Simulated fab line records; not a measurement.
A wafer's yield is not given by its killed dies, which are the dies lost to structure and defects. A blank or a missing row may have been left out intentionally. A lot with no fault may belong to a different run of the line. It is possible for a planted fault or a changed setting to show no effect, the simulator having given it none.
Matching of chambers    flow nandHarc    4 sister chambers for NHARC_A_STAIRCASE_CMP_472 on cmp-03
The step polishes SiO2. 8 wafers are shown with their chamber, then 12 later ones without.

WAFERS WITH THEIR CHAMBER
wafer   chamber  motorCurrentA (A)
L089.5  1        12.4
L089.2  3        13.4
L089.3  0        11.0
L092.5  3        13.7
L092.6  2        13.6
L097.3  2        13.0
L097.4  0        11.4
L097.6  1        13.0

WAFERS MISSING THEIR CHAMBER
wafer   motorCurrentA (A)
L097.1  12.6
L097.2  13.9
L097.5  11.3
L096.2  12.7
L096.5  11.6
L096.6  12.6
L093.1  11.6
L093.2  13.7
L093.5  12.5
L095.1  11.2
L095.2  12.7
L095.6  13.7

WHICH CHAMBER EACH ONE RAN IN
wafer   from the rows above      in truth
L097.1  can't be placed: 1 or 2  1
L097.2  can't be placed: 3 or 2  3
L097.5  0                        0
L096.2  can't be placed: 1 or 2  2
L096.5  0                        0
L096.6  can't be placed: 1 or 2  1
L093.1  0                        0
L093.2  can't be placed: 3 or 2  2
L093.5  can't be placed: 1 or 2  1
L095.1  0                        0
L095.2  can't be placed: 1 or 2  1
L095.6  can't be placed: 3 or 2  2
4 of 12 placed correctly. From these rows, 8 cannot be placed; in 8 the true chamber is one of the candidates. Number placed wrongly: 0.
How it was worked out, from the rows above alone: a wafer's distance from a chamber is the root of the sum, over the readings, of the square of ((its reading less the chamber's mean) divided by the reading's scatter). If the next closest chamber is less than 2 further off than the closest, the wafer can't be placed; otherwise it belongs to the closest. The mean given for a chamber averages the wafers shown for that chamber. The scatter: take each reading less its chamber's mean, square it, sum over the shown wafers, divide by the number of wafers less the number of chambers, and take the root.
